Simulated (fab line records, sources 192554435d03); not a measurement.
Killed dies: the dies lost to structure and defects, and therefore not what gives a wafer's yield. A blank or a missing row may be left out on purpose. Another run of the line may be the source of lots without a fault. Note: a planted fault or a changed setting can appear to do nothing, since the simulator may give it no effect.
A struck lot beside a sound one | flow n5-finfet | 16 out of 1938 route steps
Sound: the wafers L448.1, L448.3, L448.5. Struck: wafer L440.1. (L440.6 of the same lot was not struck and is left out.) The cause comes at the end.
At each step with rows: each side's tool, then ch and its chambers, then its first start. Under that, the readings that differ: sound wafers | struck wafers | difference of the means | sigmas: that difference in standard deviations of wafers without a fault.
alike: readings with means less than 2 such deviations apart, plus words and numbers identical on both sides. not compared: withheld readings, readings lacking a value on some wafer, bounds such as >300 that could conceal the same value, and numbers that have no deviation in the record and whose values overlap.
The two part at a step that has a row with sigmas, a row that says differs or no value, or rows on one side only. Non-overlapping numbers with no deviation appear without sigmas and do not part them. A reading missing from all wafers of one side parts the sides only when that side holds two or more wafers.

first, 7 steps without rows for these wafers: N5_BEOL_M1_COAT_73 (time 60 s, resist thk 5 nm); N5_BEOL_M1_COAT_05 (resist thk 30 nm); N5_BEOL_M1_EBR_07; N5_BEOL_M1_SOFTBAKE_06 (time 60 s); N5_BEOL_M1_EXPOSE_08 (exposes mask M1); N5_BEOL_M1_PEB_09 (peb time 60 s); N5_BEOL_M1_DEVELOP_10 (develop time 30 s).
N5_BEOL_M1_CD_MEAS_11 targets a cd of 17.05 nm.
  sound on cd-sem-02 ch 0, day 11 13:14; struck on cd-sem-01 ch 0, day 9 16:56
  alike: cd-nm
N5_BEOL_M1_OVL_MEAS_12:
  sound on overlay-02 ch 0, day 11 13:16; struck on overlay-02 ch 0, day 9 16:58
  alike: M1_OVL
N5_BEOL_M1_INSPECT_13: inspects for defects (brightfield).
  sound: defect-inspect-02 at day 11 13:20; struck: defect-inspect-02 at day 9 17:01
  alike: raw-defect-count
N5_BEOL_M1_DESCUM_16: chemistry O2, time 7 s.
  sound on rie-diel-02 ch 0,1,3, day 11 13:22; struck on rie-diel-06 ch 3, day 9 17:04
  reading                         | sound             | struck | difference | sigmas
  rf-vpp-V (V)                    | 245.4 243.4 244.5 | 241.6  | -2.8       | -2
  showerhead-plenum-p-Torr (Torr) | 2.21 2.17 2.15    | 2.03   | -0.15      | -2
  alike: drypump-motor-current-A, oes-product-au, rf-fwd-power-W, throttle-valve-pct
  not compared: rf-hours-counter-h
N5_BEOL_M1_ETCH_74: etches underlayer in N2/H2, target depth 6.5 nm, time 5.2 s.
  sound on rie-diel-02 ch 0,1,3, day 11 13:24; struck on rie-diel-06 ch 3, day 9 17:05
  reading      | sound             | struck | difference | sigmas
  rf-vpp-V (V) | 528.2 528.7 526.0 | 520.7  | -6.9       | -3
  alike: drypump-motor-current-A, etch-rf-on-time-s, oes-product-au, rf-fwd-power-W, showerhead-plenum-p-Torr, throttle-valve-pct
  not compared: rf-hours-counter-h
N5_BEOL_M1_ETCH_63: etches SiARC in CF4, target depth 15.6 nm, time 26 s.
  sound on rie-diel-02 ch 0,1,3, day 11 13:25; struck on rie-diel-06 ch 3, day 9 17:07
  reading               | sound             | struck | difference | sigmas
  etch-rf-on-time-s (s) | 25.6 26.6 25.7    | 19.7   | -6.3       | -14
  rf-vpp-V (V)          | 184.2 184.9 184.0 | 181.7  | -2.7       | -2
  alike: cf4-flow-sccm, drypump-motor-current-A, oes-product-au, rf-fwd-power-W, showerhead-plenum-p-Torr, throttle-valve-pct
  not compared: rf-hours-counter-h
N5_BEOL_M1_ETCH_64: etches SOC in N2/H2, target depth 75 nm, overetch 15 nm, time 112.5 s.
  sound on rie-diel-02 ch 0,1,3, day 11 13:26; struck on rie-diel-06 ch 3, day 9 17:08
  alike: drypump-motor-current-A, oes-product-au, rf-fwd-power-W, rf-vpp-V, showerhead-plenum-p-Torr, throttle-valve-pct
  not compared: rf-hours-counter-h
N5_BEOL_M4_RC_MEAS_101:
  sound on prober-01 ch 0, day 13 12:02; struck on prober-02 ch 0, day 11 14:02
  alike: DIBL_N, DIBL_P, IOFF_N, IOFF_P, ION_N, ION_P, SS_N, SS_P, VT_N, VT_P
-- here the record skips 4 days between the struck wafers' starts before and after, leaving off in module BEOL_M4 and picking up in module PASSIVATION (first step shown: number 1936 of the route) --
N5_PASSIVATION_PROBE_49:
  sound: prober-01 at day 18 01:50; struck: prober-01 at day 15 23:45
  alike: defect-limited-yield, killed_at_M0_to_M3, killed_at_M4_up, killed-at-contacts, killed-at-front-end, killed-at-other, killed-dies, killed-open, killed-short, sort_bin_5_function, sort_bin_6_memory, sort-n-pass, sort-yield-pct

## WHERE THEY PART
First at N5_BEOL_M1_DESCUM_16; last, within this record, at N5_BEOL_M1_ETCH_63. Later steps at which nothing parts them and some readings are alike: N5_BEOL_M1_ETCH_64, N5_BEOL_M4_RC_MEAS_101, N5_PASSIVATION_PROBE_49.

WHY: what had been put in by the simulator
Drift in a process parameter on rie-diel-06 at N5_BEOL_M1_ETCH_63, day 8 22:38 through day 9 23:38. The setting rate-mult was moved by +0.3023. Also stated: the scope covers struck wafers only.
